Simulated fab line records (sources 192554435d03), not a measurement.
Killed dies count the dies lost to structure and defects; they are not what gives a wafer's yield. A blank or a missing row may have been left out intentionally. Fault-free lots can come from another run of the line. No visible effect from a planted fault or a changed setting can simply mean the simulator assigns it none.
The tool behind it: which one? -- flow n5 finfet -- 12 lots, 33 wafers sampled, at 5 steps of a route of 1938

== WHAT THE GAUGES READ, wafer by wafer ==
N5_BEOL_M5_THK_MEAS_01.
lot,measured,on,M5_ILD_THK (nm)
L290,day 9 12:25,film metro-01,122.4 123.7
L288,day 9 14:33,film metro-01,118.8 119.4 121.2
L289,day 9 17:14,film metro-01,121.6 123.5 121.8
L291,day 9 17:21,film metro-02,117.6 120.5 117.9
L292,day 10 17:55,film metro-01,120.8 122.5 121.5
L293,day 10 22:17,film metro-01,119.4 122.4 122.9
L297,day 11 22:36,film metro-02,118.8 95.6
L299,day 12 10:20,film metro-01,120.6 95.8
L306,day 13 18:44,film metro-02,122.3 119.1 121.2
L308,day 14 05:26,film metro-01,120.5 122.8 119.8
L307,day 14 11:35,film metro-01,120.1 119.8 122.0
L310,day 15 03:36,film metro-02,123.3 119.9 122.2

== WHAT TOOL EACH LOT RAN ON (gives the tool, then ch and the chambers of the sampled wafers, and finally the start) ==
lot,N5_BEOL_M4_SPUTTER_86,N5_BEOL_M4_ANNEAL_93,N5_BEOL_M4_ANNEAL_95,N5_BEOL_M5_ILD_DEP_00
L290,"pvd sputter-02, day 9 08:11","pvd sputter-02, day 9 08:55","pvd sputter-02, day 9 09:08","pecvd-04 ch 0,2, day 9 11:22"
L288,"pvd sputter-03, day 9 10:08","pvd sputter-03, day 9 10:52","pvd sputter-03, day 9 11:05","pecvd-04 ch 0,2, day 9 13:59"
L289,"pvd sputter-02, day 9 13:14","pvd sputter-02, day 9 13:58","pvd sputter-02, day 9 14:11","pecvd-04 ch 1,2, day 9 16:40"
L291,"pvd sputter-03, day 9 13:31","pvd sputter-03, day 9 14:15","pvd sputter-03, day 9 14:28","pecvd-04 ch 0,1,2, day 9 16:47"
L292,"pvd sputter-03, day 10 13:58","pvd sputter-03, day 10 14:42","pvd sputter-03, day 10 14:55","pecvd-04 ch 0,2, day 10 17:16"
L293,"pvd sputter-01, day 10 18:31","pvd sputter-01, day 10 19:16","pvd sputter-01, day 10 19:29","pecvd-02 ch 0,1, day 10 21:41"
L297,"pvd sputter-02, day 11 18:52","pvd sputter-02, day 11 19:36","pvd sputter-02, day 11 19:49","pecvd-04 ch 1,2, day 11 22:02"
L299,"pvd sputter-01, day 12 06:38","pvd sputter-01, day 12 07:24","pvd sputter-01, day 12 07:37","pecvd-04 ch 0,1, day 12 09:47"
L306,"pvd sputter-03, day 13 14:23","pvd sputter-03, day 13 15:07","pvd sputter-03, day 13 15:20","pecvd-02 ch 1,2, day 13 17:34"
L308,"pvd sputter-03, day 14 01:42","pvd sputter-03, day 14 02:26","pvd sputter-03, day 14 02:40","pecvd-02 ch 0,2, day 14 04:52"
L307,"pvd sputter-01, day 14 07:50","pvd sputter-01, day 14 08:35","pvd sputter-01, day 14 08:48","pecvd-01 ch 0,1,2, day 14 11:01"
L310,"pvd sputter-03, day 14 23:47","pvd sputter-03, day 15 00:31","pvd sputter-03, day 15 00:44","pecvd-02 ch 0,2, day 15 03:01"
- N5_BEOL_M4_SPUTTER_86: material Cu, target thk 4.5 nm, time 8.29 s.
- N5_BEOL_M4_ANNEAL_93: time 240 s.
- N5_BEOL_M4_ANNEAL_95: time 240 s.
- N5_BEOL_M5_ILD_DEP_00: deposits SiCOH lowk from DEMS/porogen, target thk 140.64 nm, time 25.9 s.

== AS READ BY THE TOOLS THEMSELVES (means over the sampled wafers that have a number; for cases with no such wafer, the mark the record gives instead) ==
N5_BEOL_M4_SPUTTER_86.
lot,tool,throttle valve pct (%)
L290,pvd sputter-02,29.4
L288,pvd sputter-03,29.9
L289,pvd sputter-02,29.1
L291,pvd sputter-03,29.4
L292,pvd sputter-03,29.3
L293,pvd sputter-01,31.2
L297,pvd sputter-02,28.4
L299,pvd sputter-01,31.2
L306,pvd sputter-03,29.6
L308,pvd sputter-03,30.1
L307,pvd sputter-01,31.2
L310,pvd sputter-03,29.3

N5_BEOL_M4_ANNEAL_93.
lot,tool,heater power w (W)
L290,pvd sputter-02,803
L288,pvd sputter-03,856
L289,pvd sputter-02,860
L291,pvd sputter-03,834
L292,pvd sputter-03,877
L293,pvd sputter-01,830
L297,pvd sputter-02,830
L299,pvd sputter-01,816
L306,pvd sputter-03,805
L308,pvd sputter-03,871
L307,pvd sputter-01,846
L310,pvd sputter-03,892

N5_BEOL_M4_ANNEAL_95.
lot,tool,heater power w (W)
L290,pvd sputter-02,804
L288,pvd sputter-03,834
L289,pvd sputter-02,884
L291,pvd sputter-03,838
L292,pvd sputter-03,882
L293,pvd sputter-01,826
L297,pvd sputter-02,826
L299,pvd sputter-01,836
L306,pvd sputter-03,804
L308,pvd sputter-03,883
L307,pvd sputter-01,833
L310,pvd sputter-03,889

N5_BEOL_M5_ILD_DEP_00.
lot,tool,heater power w (W),showerhead plenum p Torr (Torr),throttle valve pct (%)
L290,pecvd-04,314,5.741,13.1
L288,pecvd-04,302,5.744,13.1
L289,pecvd-04,279,5.736,14.3
L291,pecvd-04,285,5.740,13.7
L292,pecvd-04,304,5.750,13.1
L293,pecvd-02,341,5.732,13.6
L297,pecvd-04,272,5.739,13.9
L299,pecvd-04,263,5.736,13.9
L306,pecvd-02,406,5.728,14.0
L308,pecvd-02,398,5.715,13.3
L307,pecvd-01,342,5.752,13.5
L310,pecvd-02,377,5.704,13.4

== THE ANSWER, worked out from the rows above alone ==
Rule: the lots themselves supply what counts as usual. Put in order of their means at a reading, lots are off if they are a third of the lots or fewer, leave a main group of 4 or more, and stand apart from it by a gap of 3 or more times the standard deviation of the main group's means; of several such gaps the widest counts. A main group whose means are all the same, to the digits that the tables above print for the reading, isn't used. Also off: a lot with no number at a reading for which 4 or more lots have one. The other lots that the step has rows for count as sound. Order of review: gauges by route order, followed by the tools' own readings, for which a lot's mean as printed above is used. The first step at which some lot is off is used, and at that step the reading that is off furthest; a lot without a number counts as furthest.
Off: at N5_BEOL_M5_THK_MEAS_01 (M5_ILD_THK), L297, L299. The main group: mean 121.1 nm, standard deviation 1.2.
If a tool, at a process step before that reading, ran all the lots that are off and no sound lot after the first of them, it fits. Those tools and the gauges at N5_BEOL_M5_THK_MEAS_01 are tried in the same way. One fits: pecvd-04 at N5_BEOL_M5_ILD_DEP_00. Its last sound lot is L292 (day 10 17:16), its first lot that is off L297 (day 11 22:02): a fault that began between those two fits.

== WHAT THE SIMULATOR HAD PUT IN ==
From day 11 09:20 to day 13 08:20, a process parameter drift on pecvd-04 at N5_BEOL_M5_ILD_DEP_00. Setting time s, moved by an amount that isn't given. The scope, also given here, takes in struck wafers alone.
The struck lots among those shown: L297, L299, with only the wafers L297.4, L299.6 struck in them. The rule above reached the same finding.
